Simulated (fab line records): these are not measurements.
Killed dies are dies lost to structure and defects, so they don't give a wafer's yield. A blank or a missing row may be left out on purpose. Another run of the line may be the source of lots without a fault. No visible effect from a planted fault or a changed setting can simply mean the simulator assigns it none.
Which of the tools did it?    flow n5Finfet    11 lots with 33 wafers sampled at 4 steps, on a route of 1938 steps

WHAT EACH GAUGE READ, for each wafer
N5_PASSIVATION_INSPECT_67: inspects for defects (macro).
lot   measured      on                rawDefectCount
L983  day 14 08:59  defectInspect-02  1 2 1
L986  day 14 23:43  defectInspect-01  4 1 5
L989  day 15 04:02  defectInspect-01  3 2 0
L985  day 15 04:11  defectInspect-01  2 2 0
L992  day 16 04:20  defectInspect-02  1 1 1
L994  day 16 13:31  defectInspect-02  0 3 1
L996  day 17 10:31  defectInspect-01  3 1 2
L998  day 17 22:45  defectInspect-01  >300 >300 >300
L100  day 18 01:20  defectInspect-02  3 2 2
L101  day 18 02:02  defectInspect-01  >300 >300 >300
L102  day 18 15:07  defectInspect-01  3 1 2

WHICH TOOL RAN EACH LOT (tool, then ch and the chambers of the sampled wafers, then the start)
lot   N5_MIM_TOP_ALD_00                N5_MIM_TOP_ETCH_PECVD_03         N5_PASSIVATION_PECVD_35
L983  aldHk-03 ch 0,2, day 13 23:34    pecvd-02 ch 0,1,2, day 14 03:19  pecvd-03 ch 1, day 14 08:27
L986  aldHk-03 ch 0,1,3, day 14 13:49  pecvd-03 ch 0,1,2, day 14 15:26  pecvd-02 ch 0,1, day 14 23:07
L989  aldHk-03 ch 2,3, day 14 16:52    pecvd-02 ch 0,1,2, day 14 19:48  pecvd-02 ch 0,2, day 15 03:32
L985  aldHk-03 ch 0,1,3, day 14 20:05  pecvd-02 ch 0,2, day 14 22:27    pecvd-03 ch 0,1, day 15 03:43
L992  aldHk-02 ch 1,2, day 15 20:47    pecvd-02 ch 1,2, day 15 22:48    pecvd-02 ch 0,1,2, day 16 03:50
L994  aldHk-03 ch 0,1,3, day 16 03:17  pecvd-04 ch 0,1, day 16 05:27    pecvd-01 ch 0,2, day 16 12:58
L996  aldHk-01 ch 2,3, day 17 02:59    pecvd-04 ch 0,2, day 17 04:31    pecvd-03 ch 1,2, day 17 09:54
L998  aldHk-02 ch 2,3, day 17 12:54    pecvd-03 ch 1,2, day 17 17:02    pecvd-02 ch 1,2, day 17 22:16
L100  aldHk-03 ch 0,1, day 17 17:21    pecvd-02 ch 1,2, day 17 19:17    pecvd-03 ch 0,1, day 18 00:44
L101  aldHk-03 ch 0,1,2, day 17 17:59  pecvd-02 ch 0,2, day 17 20:22    pecvd-02 ch 0,2, day 18 01:33
L102  aldHk-03 ch 0,2,3, day 18 03:54  pecvd-03 ch 0,1,2, day 18 05:47  pecvd-01 ch 0,1, day 18 14:37
- N5_MIM_TOP_ALD_00: deposits Al2O3, purge time 3 s, co reactant pulse time 3 s.
- N5_MIM_TOP_ETCH_PECVD_03: deposits SiNx from SiH4/NH3/N2, target thk 20 nm, time 17.6 s.
- N5_PASSIVATION_PECVD_35: deposits SiNx from SiH4/NH3/N2, target thk 700 nm, time 151.3 s.

THE ANSWER, worked out from the rows above alone
Rule: what is usual is taken from the lots themselves. The widest of any qualifying gaps counts: lots, ordered by their means at a reading, are off when they make up no more than a third of the lots, leave a main group of 4 or more, and stand apart from it by 3 or more times the standard deviation of that group's means. A main group is skipped when, at the precision printed for the reading in the tables above, its means are all equal. A lot without any number at a reading at which 4 lots or more have one is off too. All remaining lots with rows at the step are treated as sound.
Off: L998, L101 (N5_PASSIVATION_INSPECT_67, rawDefectCount). Without a number there: L998, L101. The main group: mean 1.8, standard deviation 0.67.
A tool fits if, at a process step before that reading, it ran every lot that is off, and no sound lot after the first of them. Gauges at N5_PASSIVATION_INSPECT_67: tried the same way as those tools. One candidate fits, namely pecvd-02 at N5_PASSIVATION_PECVD_35. A fault onset in the window from L992 (day 16 03:50, its last sound lot) to L998 (day 17 22:16, its first lot off) fits.

WHAT WAS PUT IN BY THE SIMULATOR
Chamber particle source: pecvd-02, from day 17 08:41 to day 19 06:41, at N5_PASSIVATION_PECVD_35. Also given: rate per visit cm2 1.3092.
Shown lots that were struck: L998, L101. The rule above reached the same finding.
